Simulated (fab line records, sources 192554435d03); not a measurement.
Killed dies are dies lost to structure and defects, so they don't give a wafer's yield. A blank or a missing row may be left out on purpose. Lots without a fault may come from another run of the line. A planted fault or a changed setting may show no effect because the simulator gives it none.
One fault seen from 3 desks | flow n5_finfet | each desk has only its own numbers; what lay behind them comes last

THE DEFECT DESK
What the inspections along the route counted, lot by lot: means of the sampled wafers that have a number. A lot is out of limits, marked OUT, if its mean lies more than 4 standard deviations from the usual mean; the brackets give that distance.
Columns: A = raw_defect_count at N5_DUMMY_GATE_INSPECT_27, usual 314; B = raw_defect_count at N5_SPACER0_INSPECT_04, usual 148; C = raw_defect_count at N5_SD_EPI_N_INSPECT_11, usual 2.0
lot  | first seen here | A   | B   | C
L442 | day 3 12:28     | 282 | 119 | 2.7
L447 | day 4 17:18     | 295 | 127 | 0.7
L448 | day 5 02:11     | 343 | 161 | 1.3
L455 | day 6 16:53     | 504 | 197 | 1.0
L457 | day 7 08:17     | 228 | 121 | 1.7
L463 | day 8 20:49     | 340 | 163 | 1.3
This desk's finding: nothing out of limits on any of the 6 lots.

THE METROLOGY DESK
What the gauges read, lot by lot, whatever tool the lot ran on: means of the sampled wafers that have a number. A lot is out of limits, marked OUT, if its mean lies more than 4 standard deviations from the usual mean; the brackets give that distance. Of its 12 readings 7 are shown: those that lie furthest out on some lot.
Columns: A = cd_nm at N5_SD_EPI_N_CD_MEAS_09, usual 119.9 nm; B = SD_N_BLK_OVL at N5_SD_EPI_N_OVL_MEAS_10, usual -0.2 nm; C = IOFF_N at N5_BEOL_M4_RC_MEAS_101, usual 0.155 nA/um; D = IOFF_P at N5_BEOL_M4_RC_MEAS_101, usual 0.216 nA/um; E = ION_P at N5_BEOL_M4_RC_MEAS_101, usual 464 uA/um; F = SS_N at N5_BEOL_M4_RC_MEAS_101, usual 71.5 mV/dec; G = VT_P at N5_BEOL_M4_RC_MEAS_101, usual -249.3 mV
lot  | first seen here | A     | B    | C     | D     | E   | F    | G
L442 | day 3 13:31     | 119.8 | -0.2 | 0.156 | 0.216 | 463 | 71.9 | -248.7
L447 | day 4 18:43     | 120.6 | 0.3  | 0.180 | 0.268 | 473 | 72.4 | -244.4
L448 | day 5 03:41     | 120.5 | 0.0  | 0.146 | 0.217 | 462 | 71.7 | -251.7
L455 | day 6 17:54     | 119.7 | -0.5 | 0.156 | 0.213 | 458 | 71.5 | -250.4
L457 | day 7 09:10     | 120.1 | -0.2 | 0.184 | 0.251 | 469 | 71.8 | -245.2
L463 | day 8 23:29     | 120.4 | 0.7  | 0.136 | 0.206 | 465 | 71.0 | -248.1
This desk's finding: nothing out of limits on any of the 6 lots.

THE TOOL OWNER'S DESK: litho_track-03
The tool's own readings at N5_SD_EPI_N_COAT_03 (resist thk 150 nm): means of the sampled wafers that have a number, for each lot that ran on this tool. A lot is out of limits, marked OUT, if its mean lies more than 4 standard deviations from the usual mean; the brackets give that distance.
Columns: A = spin_speed_rpm at N5_SD_EPI_N_COAT_03, usual 1499.9 rpm
lot  | first seen here | A
L442 | day 3 13:17     | 1501.1
L447 | day 4 18:29     | 1758.2 (+99 or more) OUT
L448 | day 5 03:19     | 1758.9 (+99 or more) OUT
This desk's finding: out of limits on L447, L448; first on L447, day 4 18:29 (spin_speed_rpm at N5_SD_EPI_N_COAT_03). In limits: L442.

PUT TOGETHER
The tool owner's desk could have raised an alarm at day 4 18:29, on L447, L448.
The defect desk saw nothing out of limits.
The metrology desk saw nothing out of limits.
The defect desk has L447, L448 on record, within its limits.
The metrology desk has L447, L448 on record, within its limits.
Of the lots named, all ran N5_SD_EPI_N_COAT_03 on litho_track-03.

WHAT THE SIMULATOR HAD PUT IN
Process parameter drift: litho_track-03, from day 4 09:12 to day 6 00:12, at N5_SD_EPI_N_COAT_03. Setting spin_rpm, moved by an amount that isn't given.
Lots struck among those shown: L447, L448.
Hours from the fault's start to each desk's first reading out of limits: the tool owner's desk, 9.
